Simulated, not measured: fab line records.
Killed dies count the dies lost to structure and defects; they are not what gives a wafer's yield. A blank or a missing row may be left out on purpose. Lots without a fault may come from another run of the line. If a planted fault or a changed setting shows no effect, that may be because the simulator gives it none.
Chamber matching | flow nandHarc | pecvd-02 running NHARC_P_M2_PRE_CLEAN_32: 3 sister chambers
The step time 12 s. 18 wafers are shown with their chamber, then 9 later ones without.

WAFERS WITH THEIR CHAMBER
wafer  | chamber | heaterPowerOuterW (W) | heaterPowerW (W)
L077.2 | 2       | 421                   | 746
L077.3 | 0       | 362                   | 642
L077.5 | 2       | 429                   | 730
L080.2 | 0       | 408                   | 704
L080.3 | 1       | 329                   | 629
L080.5 | 2       | 455                   | 755
L083.1 | 0       | 396                   | 689
L083.2 | 2       | 440                   | 762
L083.3 | 1       | 368                   | 671
L085.2 | 1       | 412                   | 738
L085.3 | 0       | 402                   | 693
L085.6 | 1       | 420                   | 752
L090.2 | 0       | 403                   | 705
L090.5 | 2       | 526                   | 855
L090.6 | 1       | 352                   | 662
L092.1 | 2       | 492                   | 852
L092.2 | 0       | 384                   | 701
L092.4 | 1       | 372                   | 693

SIGNATURES, as means of the wafers listed above
reading           | chamber 0 | chamber 1 | chamber 2 | scatter within a chamber
heaterPowerOuterW | 392.50    | 375.50    | 460.50    | 32.5
heaterPowerW      | 689.00    | 690.83    | 783.33    | 44.1
Rule: a wafer's distance from a chamber is the root of the sum, over the readings, of the square of ((its reading less the chamber's mean) divided by the reading's scatter). The wafer belongs to the nearest chamber; if the next one is less than 2 further off, it can't be placed. The scatter: the root of (the sum of the squares of (reading less its chamber's mean) over the shown wafers, divided by (wafers less chambers)).

WAFERS WHOSE CHAMBER IS MISSING
wafer  | heaterPowerOuterW (W) | heaterPowerW (W)
L094.1 | 468                   | 798
L094.4 | 428                   | 760
L094.5 | 460                   | 774
L095.2 | 374                   | 679
L095.5 | 372                   | 663
L095.6 | 425                   | 722
L096.1 | 430                   | 749
L096.3 | 427                   | 744
L096.4 | 453                   | 766

THE CHAMBER EACH PASSED THROUGH
wafer  | from the rows above          | in truth
L094.1 | 2                            | 2
L094.4 | can't be placed: 2 or 0 or 1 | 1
L094.5 | 2                            | 2
L095.2 | can't be placed: 1 or 0      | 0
L095.5 | can't be placed: 1 or 0      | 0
L095.6 | can't be placed: 0 or 1 or 2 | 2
L096.1 | can't be placed: 2 or 0 or 1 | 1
L096.3 | can't be placed: 2 or 0 or 1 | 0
L096.4 | 2                            | 2
Correctly placed: 3 of 9. From these rows, 6 cannot be placed; in 6 the true chamber is one of the candidates. Number placed wrongly: 0.
